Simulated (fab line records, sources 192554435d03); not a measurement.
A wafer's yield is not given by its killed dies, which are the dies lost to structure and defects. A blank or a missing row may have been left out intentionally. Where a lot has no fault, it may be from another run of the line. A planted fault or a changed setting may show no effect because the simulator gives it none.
fab line records	flow n5_finfet
record: lots: 9	wafers: 27	last_day: 17
route steps=1938 shown START@1 ZERO_LAYER@16 WELL_APT@30 BEOL_M4@1111 PASSIVATION@1936
lots untouched by any fault: they come from a run of this same line in which no faults occurred
start_h: hours from the record's first day to the start of the lot's first wafer shown	wait_h: how many hours have passed since the lot's step before this one	" same as the row above	L1.1+2: a single row standing in for several wafers	- either no value or no given start	* or withheld: withheld	< > ~ a bound
route shown NAME@n: a module of which the file shows steps, and the number in the route of the first	usual: mean/standard deviation taken from wafers without a fault	same: alike in all rows	chamber/n: place in a boat	sites: each site's reading	_std_site: standard deviation of those values	_edge_site: inner sites' mean taken away from outer sites' mean	radius_mm: how far each site lies from the wafer's centre	mask NAME#n: copy n	behind: the tool/chamber that last shaped the wafer	hold: why the lot was held/for how many hours/how that ended	device: the transistor (n, p or np) that didn't switch	end of line: the tests these same wafers got at the end of their route	step lacking rows: just its recipe	killed: the dies lost at the first sort to structure and to defects; this is not the yield of the wafer	map: a wafer's dies, x killed, . not, _ none there
set.NAME: the setting that was run; set.NAME@STEP: the one run at that earlier step	model.NAME: the simulator's own value behind a step, which no gauge read
route steps across a sampled set of lots; one table per step, one row per wafer
services: the hour from which a tool's chamber was out of use, counted from the record's first day as start_h (under 0 if before that day), plus the number of hours and why
== steps ==
step: N5_START_INSPECT_01
recipe: inspect_instrument: unpatterned_scan	mode: incoming
usual: raw_defect_count: 5.9/2.3
lot.wafer	tool	chamber	start_h	wait_h	raw_defect_count
L588.1	defect_inspect-02	-	12.12	-	12
L588.2	"	-	"	"	3
L588.5	"	-	"	"	10
L593.2	defect_inspect-01	-	42.03	-	6
L593.4	"	-	"	"	7
L593.6	"	-	"	"	9
L594.1	defect_inspect-01	-	48.03	-	8
L594.4	"	-	"	"	7
L594.5	"	-	"	"	6
L599.1	defect_inspect-02	-	78.03	-	6
L599.2	"	-	"	"	3
L599.3	"	-	"	"	4
L601.2	defect_inspect-02	-	90.03	-	8
L601.3	"	-	"	"	6
L601.6	"	-	"	"	6
L603.2	defect_inspect-01	-	102.03	-	4
L603.3	"	-	"	"	7
L603.6	"	-	"	"	6
L606.3	defect_inspect-02	-	120.03	-	7
L606.4	"	-	"	"	7
L606.6	"	-	"	"	5
L609.2	defect_inspect-02	-	138.04	-	6
L609.5	"	-	"	"	8
L609.6	"	-	"	"	10
L610.1	defect_inspect-01	-	144.03	-	8
L610.2	"	-	"	"	5
L610.3	"	-	"	"	3
step: N5_ZERO_LAYER_ETCH_18
recipe: chemistry: HBr/Cl2	target: Si	target_depth_a: 1200	time_s: 40	pressure_mtorr: 10	icp_w: 800	bias_w: 75	HBr_flow_sccm: 150	Cl2_flow_sccm: 80
usual: bias_w: 75.00/0.23	drypump_motor_current_A: 5.5/0.4	oes_product_au: 0.998/0.015	throttle_valve_pct: 36.39/0.25
lot.wafer	tool	chamber	start_h	wait_h	bias_w	drypump_motor_current_A	oes_product_au	rf_hours_counter_h	throttle_valve_pct
L588.1	rie_si-03	3	12.88	0.0	74.86	5.4	1.013	38	36.25
L588.2	"	2	"	"	75.24	4.8	1.005	25	36.37
L588.5	"	1	"	"	74.65	5.4	1.004	-	36.75
L593.2	rie_si-01	2	43.04	0.0	75.16	5.6	1.004	169	36.80
L593.4	"	0	"	"	75.26	5.9	1.015	104	36.58
L593.6	"	1	"	"	74.96	6.3	1.023	-	36.56
L594.1	rie_si-04	0	48.87	0.0	74.91	5.3	1.007	29	36.03
L594.4	"	2	"	"	74.95	5.0	0.987	68	36.49
L594.5	"	1	"	"	74.84	5.4	0.998	-	36.31
L599.1	rie_si-01	2	78.82	0.0	74.83	5.6	1.013	169	36.78
L599.2	"	1	"	"	75.00	6.2	1.033	76	36.55
L599.3	"	0	"	"	75.48	5.8	1.016	105	36.56
L601.2	rie_si-04	0	91.30	0.0	75.03	5.3	1.003	29	36.04
L601.3	"	3	"	"	75.08	5.1	0.975	4	36.46
L601.6	"	3	"	"	75.01	5.1	0.981	-	36.46
L603.2	rie_si-01	3	102.79	0.0	75.04	6.0	0.987	53	36.11
L603.3	"	0	"	"	74.82	5.8	1.021	105	36.57
L603.6	"	3	"	"	75.03	6.0	0.985	-	36.09
L606.3	rie_si-04	2	120.90	0.0	75.12	5.0	0.983	70	36.50
L606.4	"	0	"	"	75.04	5.3	0.997	30	36.04
L606.6	"	3	"	"	75.04	5.2	0.976	-	36.47
L609.2	rie_si-01	2	138.80	0.0	75.10	5.6	1.005	171	36.79
L609.5	"	3	"	"	74.97	6.0	0.986	-	36.11
L609.6	"	2	"	"	74.86	5.6	1.006	-	36.80
L610.1	rie_si-04	3	144.79	0.0	74.96	5.1	0.976	5	36.47
L610.2	"	1	"	"	74.90	5.4	0.992	5	36.31
L610.3	"	2	"	"	74.96	5.0	0.985	70	36.50
step: N5_ZERO_LAYER_STRIP_19
recipe: chemistry: SPM	time_s: 900	temp_c: 130	h2so4_h2o2_vol_ratio: 4	dry: ipa_marangoni
lot.wafer	tool	chamber	start_h	wait_h
L588.1+2+5	wet_bench-01	3,0,5	13.07	0.1
L593.2+4+6	wet_bench-02	5,2,4	43.24	0.1
L594.1+4+5	wet_bench-02	3,4,2	49.06	0.1
L599.1+2+3	wet_bench-02	7,5,3	79.02	0.1
L601.2+3+6	wet_bench-02	7,3,2	91.49	0.1
L603.2+3+6	wet_bench-02	2,5,4	102.98	0.1
L606.3+4+6	wet_bench-01	0,7,5	121.14	0.0
L609.2+5+6	wet_bench-01	3,5,0	138.99	0.1
L610.1+2+3	wet_bench-01	1,5,7	144.98	0.1
step: N5_ZERO_LAYER_INSPECT_20
recipe: inspect_instrument: darkfield	mode: post_clean
usual: raw_defect_count: 35/15
lot.wafer	tool	chamber	start_h	wait_h	raw_defect_count
L588.1	defect_inspect-02	-	13.34	0.0	26
L588.2	"	-	"	"	17
L588.5	"	-	"	"	21
L593.2	defect_inspect-02	-	43.81	0.0	23
L593.4	"	-	"	"	33
L593.6	"	-	"	"	44
L594.1	defect_inspect-01	-	49.36	0.0	51
L594.4	"	-	"	"	42
L594.5	"	-	"	"	25
L599.1	defect_inspect-01	-	79.29	0.0	989
L599.2	"	-	"	"	999
L599.3	"	-	"	"	979
L601.2	defect_inspect-02	-	91.77	0.0	1034
L601.3	"	-	"	"	947
L601.6	"	-	"	"	932
L603.2	defect_inspect-01	-	103.25	0.0	1008
L603.3	"	-	"	"	1008
L603.6	"	-	"	"	978
L606.3	defect_inspect-01	-	121.41	0.0	42
L606.4	"	-	"	"	28
L606.6	"	-	"	"	47
L609.2	defect_inspect-01	-	139.29	0.0	12
L609.5	"	-	"	"	44
L609.6	"	-	"	"	30
L610.1	defect_inspect-02	-	145.25	0.0	58
L610.2	"	-	"	"	62
L610.3	"	-	"	"	34
step: N5_WELL_APT_INSPECT_10
recipe: mode: adi	inspect_instrument: macro
usual: raw_defect_count: 2.1/1.5
lot.wafer	tool	chamber	start_h	wait_h	raw_defect_count
L588.1	defect_inspect-02	-	13.70	0.0	2
L588.2	"	-	"	"	1
L588.5	"	-	"	"	2
L593.2	defect_inspect-02	-	44.19	0.0	3
L593.4	"	-	"	"	2
L593.6	"	-	"	"	1
L594.1	defect_inspect-02	-	49.72	0.0	2
L594.4	"	-	"	"	1
L594.5	"	-	"	"	3
L599.1	defect_inspect-01	-	79.67	0.0	>300
L599.2	"	-	"	"	>300
L599.3	"	-	"	"	>300
L601.2	defect_inspect-02	-	92.12	0.0	>300
L601.3	"	-	"	"	>300
L601.6	"	-	"	"	>300
L603.2	defect_inspect-02	-	103.61	0.0	>300
L603.3	"	-	"	"	>300
L603.6	"	-	"	"	>300
L606.3	defect_inspect-01	-	121.77	0.0	0
L606.4	"	-	"	"	4
L606.6	"	-	"	"	1
L609.2	defect_inspect-01	-	139.64	0.0	4
L609.5	"	-	"	"	5
L609.6	"	-	"	"	3
L610.1	defect_inspect-02	-	145.61	0.0	3
L610.2	"	-	"	"	0
L610.3	"	-	"	"	3
step: N5_WELL_APT_CD_MEAS_25
recipe: target_cd_nm: 200	landing_energy_ev: 500	detector: se_inlens
usual: cd_nm: 199.6/1.4
lot.wafer	tool	chamber	start_h	wait_h	cd_nm
L588.1	cd_sem-03	0	14.77	-	197.7
L588.2	"	0	"	"	198.4
L588.5	"	0	"	"	197.8
L593.2	cd_sem-02	0	45.59	-	198.5
L593.4	"	0	"	"	199.1
L593.6	"	0	"	"	199.6
L594.1	cd_sem-02	0	50.78	-	199.2
L594.4	"	0	"	"	199.2
L594.5	"	0	"	"	198.4
L599.1	cd_sem-03	0	80.73	-	199.6
L599.2	"	0	"	"	199.0
L599.3	"	0	"	"	199.1
L601.2	cd_sem-03	0	93.80	-	201.6
L601.3	"	0	"	"	199.8
L601.6	"	0	"	"	200.5
L603.2	cd_sem-01	0	104.92	-	201.1
L603.3	"	0	"	"	198.1
L603.6	"	0	"	"	197.0
L606.3	cd_sem-01	0	122.84	-	201.1
L606.4	"	0	"	"	200.8
L606.6	"	0	"	"	199.2
L609.2	cd_sem-03	0	140.71	-	199.0
L609.5	"	0	"	"	200.7
L609.6	"	0	"	"	199.3
L610.1	cd_sem-03	0	146.67	-	197.3
L610.2	"	0	"	"	197.9
L610.3	"	0	"	"	198.1
step: N5_WELL_APT_INSPECT_38
recipe: inspect_instrument: darkfield	mode: post_epi
usual: raw_defect_count: 14/5.2
lot.wafer	tool	chamber	start_h	wait_h	raw_defect_count
L588.1	defect_inspect-02	-	16.49	0.5	17
L588.2	"	-	"	"	20
L588.5	"	-	"	"	23
L593.2	defect_inspect-02	-	47.75	0.4	12
L593.4	"	-	"	"	10
L593.6	"	-	"	"	28
L594.1	defect_inspect-02	-	53.03	0.9	10
L594.4	"	-	"	"	10
L594.5	"	-	"	"	14
L599.1	defect_inspect-01	-	82.85	0.7	964
L599.2	"	-	"	"	981
L599.3	"	-	"	"	963
L601.2	defect_inspect-01	-	95.52	0.4	977
L601.3	"	-	"	"	904
L601.6	"	-	"	"	913
L603.2	defect_inspect-02	-	106.88	0.4	991
L603.3	"	-	"	"	969
L603.6	"	-	"	"	954
L606.3	defect_inspect-02	-	124.61	0.3	9
L606.4	"	-	"	"	19
L606.6	"	-	"	"	14
L609.2	defect_inspect-01	-	142.46	0.4	16
L609.5	"	-	"	"	13
L609.6	"	-	"	"	12
L610.1	defect_inspect-01	-	148.64	0.5	14
L610.2	"	-	"	"	20
L610.3	"	-	"	"	25
step: N5_BEOL_M4_RC_MEAS_101
usual: DIBL_N: 36.5/1.4	DIBL_P: 36.5/1.6	IOFF_N: 0.163/0.022	IOFF_P: 0.219/0.029	ION_N: 675/8.3	ION_P: 464/6.2	SS_N: 71.5/0.52	SS_P: 73.4/0.57	VT_N: 249.7/2.6	VT_P: -250/3
lot.wafer	tool	chamber	start_h	wait_h	DIBL_N[mV/V]	DIBL_P[mV/V]	IOFF_N[nA/um]	IOFF_P[nA/um]	ION_N[uA/um]	ION_P[uA/um]	SS_N[mV/dec]	SS_P[mV/dec]	VT_N[mV]	VT_P[mV]
L588.1	prober-02	0	164.98	0.4	35.8	35.3	0.140	0.185	661	459	71.2	72.5	250.8	-250
L588.2	"	0	"	"	38.3	37.5	0.177	0.224	671	462	72.1	73.1	248.6	-247
L588.5	"	0	"	"	36.7	37.0	0.152	0.201	670	465	71.2	72.9	249.0	-249
L593.2	prober-02	0	201.75	0.2	35.2	34.1	0.142	0.178	667	462	71.2	73.3	253.4	-255
L593.4	"	0	"	"	37.9	36.5	0.191	0.215	691	463	72.1	73.6	248.8	-253
L593.6	"	0	"	"	36.1	35.4	0.153	0.193	671	459	71.2	73.2	251.1	-253
L594.1	prober-02	0	208.24	0.0	33.4	33.0	0.120	0.162	675	459	71.2	72.3	252.0	-251
L594.4	"	0	"	"	35.9	36.4	0.169	0.212	688	473	72.3	73.6	247.8	-249
L594.5	"	0	"	"	33.5	33.4	0.123	0.164	666	457	71.3	72.5	251.7	-254
L599.1	prober-02	0	231.98	0.0	35.2	36.0	0.148	0.232	675	468	70.5	72.0	250.1	-248
L599.2	"	0	"	"	36.1	36.6	0.172	0.246	668	468	71.4	72.3	247.9	-247
L599.3	"	0	"	"	38.4	39.9	0.212	0.302	682	472	71.5	73.9	244.5	-244
L601.2	prober-01	0	246.60	0.2	34.8	35.5	0.147	0.234	664	466	71.8	73.1	249.3	-247
L601.3	"	0	"	"	35.3	36.7	0.165	0.258	683	474	72.0	73.3	247.6	-245
L601.6	"	0	"	"	36.8	38.5	0.186	0.295	668	473	73.2	73.8	245.2	-242
L603.2	prober-01	0	279.40	0.2	38.6	37.1	0.181	0.226	682	462	72.3	73.7	246.5	-251
L603.3	"	0	"	"	38.1	36.5	0.173	0.205	678	456	72.3	73.7	248.6	-253
L603.6	"	0	"	"	38.4	36.5	0.177	0.205	665	450	71.2	73.2	249.0	-254
L606.3	prober-01	0	283.00	0.3	37.9	38.8	0.177	0.227	684	464	71.6	73.8	247.7	-250
L606.4	"	0	"	"	38.4	39.5	0.187	0.243	682	465	71.8	74.3	247.3	-249
L606.6	"	0	"	"	39.1	39.8	0.197	0.247	685	468	71.8	74.1	247.4	-246
L609.2	prober-01	0	298.36	0.2	35.9	37.2	0.158	0.203	675	467	71.4	73.2	251.6	-253
L609.5	"	0	"	"	34.6	35.2	0.136	0.166	668	458	70.9	73.3	251.9	-258
L609.6	"	0	"	"	36.0	37.6	0.166	0.203	682	463	71.8	73.5	249.8	-252
L610.1	prober-02	0	310.36	0.0	35.7	37.9	0.170	0.230	681	472	72.5	73.4	250.1	-248
L610.2	"	0	"	"	33.3	34.6	0.127	0.184	675	467	71.0	72.6	252.1	-251
L610.3	"	0	"	"	35.0	36.6	0.151	0.217	675	465	71.1	73.3	250.0	-249
step: N5_PASSIVATION_PROBE_49
usual: defect_limited_yield: 91.2/1.6	killed_at_M0_to_M3: 33/11	killed_at_M4_up: 15/6.2	killed_at_contacts: 15/7.1	killed_at_front_end: 38/12	killed_at_other: 4/3.5	killed_dies: 104/19	killed_on_rim: 14/4	killed_open: 69/14	killed_short: 34/8.5	sort_bin_5_function: 5.2/0.99	sort_bin_6_memory: 3.3/0.77	sort_n_pass: 1076/19	sort_yield_pct: 91.2/1.6
same: gross_dies: 1180	killed_at_back_side: 0	sort_bin_4_leakage[%]: 0	sort_bin_8_speed[%]: 0
lot.wafer	tool	chamber	start_h	wait_h	defect_limited_yield[%]	killed_at_M0_to_M3	killed_at_M4_up	killed_at_contacts	killed_at_front_end	killed_at_other	killed_dies	killed_on_rim	killed_open	killed_short	sort_bin_5_function[%]	sort_bin_6_memory[%]	sort_n_pass	sort_yield_pct[%]
L599.1	prober-02	-	335.06	0.0	80.4	28	18	15	166	4	231	28	66	34	10.8	5.0	949	80.4
L599.2	prober-02	-	335.11	0.1	81.8	34	24	8	147	2	215	26	58	34	11.4	3.6	965	81.8
L599.3	prober-02	-	335.16	0.1	86.3	36	27	8	86	5	162	30	62	36	7.7	3.6	1018	86.3
L601.2	prober-01	-	347.73	0.1	83.1	19	13	9	151	7	199	24	37	36	10.1	2.8	981	83.1
L601.3	prober-01	-	347.78	0.1	88.2	24	9	10	94	2	139	27	51	19	6.9	2.6	1041	88.2
L601.6	prober-01	-	347.93	0.3	81.4	15	10	14	174	6	219	19	51	30	12.0	3.6	961	81.4
L603.2	prober-02	-	378.37	0.1	80.7	52	7	7	161	1	228	15	55	32	11.2	4.2	952	80.7
L603.3	prober-02	-	378.42	0.1	82.0	34	9	22	145	2	212	25	65	28	10.8	3.8	968	82.0
L603.6	prober-02	-	378.57	0.3	83.1	31	10	24	134	0	199	32	68	20	9.8	3.5	981	83.1
killed by level:class
L599.1 ZERO_LAYER:unspecified=131 FIN_SAQP:geometric_particle:open=11 MOL_CONTACT_COAG:geometric_particle:open=10 BEOL_M2:geometric_particle:open=8 BEOL_M1:geometric_particle:open=7 STI_FIN_REVEAL:geometric_particle:open=6 MOL_CONTACT_COAG:geometric_particle:short=5 BEOL_M0_SAQP:geometric_particle:short=4
L599.2 ZERO_LAYER:unspecified=121 BEOL_M4:geometric_particle:open=13 BEOL_M2:geometric_particle:open=10 MOL_CONTACT_COAG:geometric_particle:open=6 BEOL_M1:geometric_particle:open=6 BEOL_M4:geometric_particle:short=6 STI_FIN_REVEAL:geometric_particle:open=5 BEOL_M3:geometric_particle:open=5
L599.3 ZERO_LAYER:unspecified=62 BEOL_M4:geometric_particle:open=18 BEOL_M0_SAQP:geometric_particle:short=13 STI_FIN_REVEAL:geometric_particle:open=10 BEOL_M1:geometric_particle:open=7 BEOL_M0_SAQP:geometric_particle:open=7 MOL_CONTACT_COAG:geometric_particle:open=6 BEOL_M4:geometric_particle:short=5
L601.2 ZERO_LAYER:unspecified=123 MOL_CONTACT_COAG:geometric_particle:open=6 STARTING-WAFER:geometric_particle:short=6 GATE_CUT:geometric_particle:short=5 BEOL_M2:geometric_particle:open=5 BEOL_M4:geometric_particle:short=5 BEOL_M4:geometric_particle:open=4 FIN_SAQP:geometric_particle:short=3
L601.3 ZERO_LAYER:unspecified=68 MOL_CONTACT_COAG:geometric_particle:open=8 BEOL_M2:geometric_particle:open=8 STI_FIN_REVEAL:geometric_particle:open=6 STI_FIN_REVEAL:geometric_particle:short=5 FIN_SAQP:geometric_particle:open=4 BEOL_M1:geometric_particle:open=4 BEOL_M3:geometric_particle:open=4
L601.6 ZERO_LAYER:unspecified=137 MOL_CONTACT_COAG:geometric_particle:open=12 FIN_SAQP:geometric_particle:open=10 FIN_SAQP:geometric_particle:short=8 DUMMY_GATE:geometric_particle:open=5 GATE_CUT:geometric_particle:short=5 BEOL_M2:geometric_particle:open=5 STI_FIN_REVEAL:geometric_particle:open=3
L603.2 ZERO_LAYER:unspecified=141 BEOL_M3:geometric_particle:open=13 BEOL_M0_SAQP:geometric_particle:open=11 BEOL_M0_SAQP:geometric_particle:short=10 BEOL_M3:geometric_particle:short=8 FIN_SAQP:geometric_particle:open=5 BEOL_M4:geometric_particle:open=5 MOL_CONTACT_COAG:geometric_particle:open=4
L603.3 ZERO_LAYER:unspecified=119 MOL_CONTACT_COAG:geometric_particle:open=17 BEOL_M3:geometric_particle:open=10 STI_FIN_REVEAL:geometric_particle:open=9 BEOL_M0_SAQP:geometric_particle:short=7 BEOL_M2:geometric_particle:open=6 GATE_CUT:geometric_particle:short=5 MOL_CONTACT_COAG:geometric_particle:short=5
L603.6 ZERO_LAYER:unspecified=111 MOL_CONTACT_COAG:geometric_particle:open=19 BEOL_M3:geometric_particle:open=13 STI_FIN_REVEAL:geometric_particle:open=10 BEOL_M0_SAQP:geometric_particle:short=8 MOL_CONTACT_COAG:geometric_particle:short=5 BEOL_M0_SAQP:geometric_particle:open=5 BEOL_M4:geometric_particle:open=5
== services ==
tool	chamber	start_h	hours	kind
rie_si-03	1	14.87	5.1	repair
rie_si-04	2	21.02	3.9	repair
rie_si-03	1	21.40	1.2	repair
rie_si-03	1	26.77	3.2	repair
rie_si-04	-	69.08	2.8	pm
rie_si-04	-	102.65	4.3	pm
== key ==
first_sign: step: N5_ZERO_LAYER_INSPECT_20	reading: raw_defect_count	direction: up	sigmas: 65	usual: 35	struck: 986
effect: step: N5_WELL_APT_INSPECT_10	reading: raw_defect_count	direction: up	sigmas: 99+	usual: 2.1	struck: >300
effect: step: N5_WELL_APT_INSPECT_38	reading: raw_defect_count	direction: up	sigmas: 99+	usual: 14	struck: 957
effect: step: N5_PASSIVATION_PROBE_49	reading: killed_at_front_end	direction: up	sigmas: 8.5	usual: 38	struck: 140
more_kills_born_at: N5_ZERO_LAYER_STRIP_19@wet_bench-02: 1013
met_at N5_ZERO_LAYER_STRIP_19
struck_lots L599,L601,L603
not_acting_at N5_START_INSPECT_01,N5_ZERO_LAYER_ETCH_18,N5_WELL_APT_CD_MEAS_25
onset_between 49.06 79.02
fault: kind: chamber_particle_source	tool: wet_bench-02	chamber: -	onset_h: 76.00	steps: N5_ZERO_LAYER_STRIP_19	rate_per_visit_cm2: 1.441	end_h: 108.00
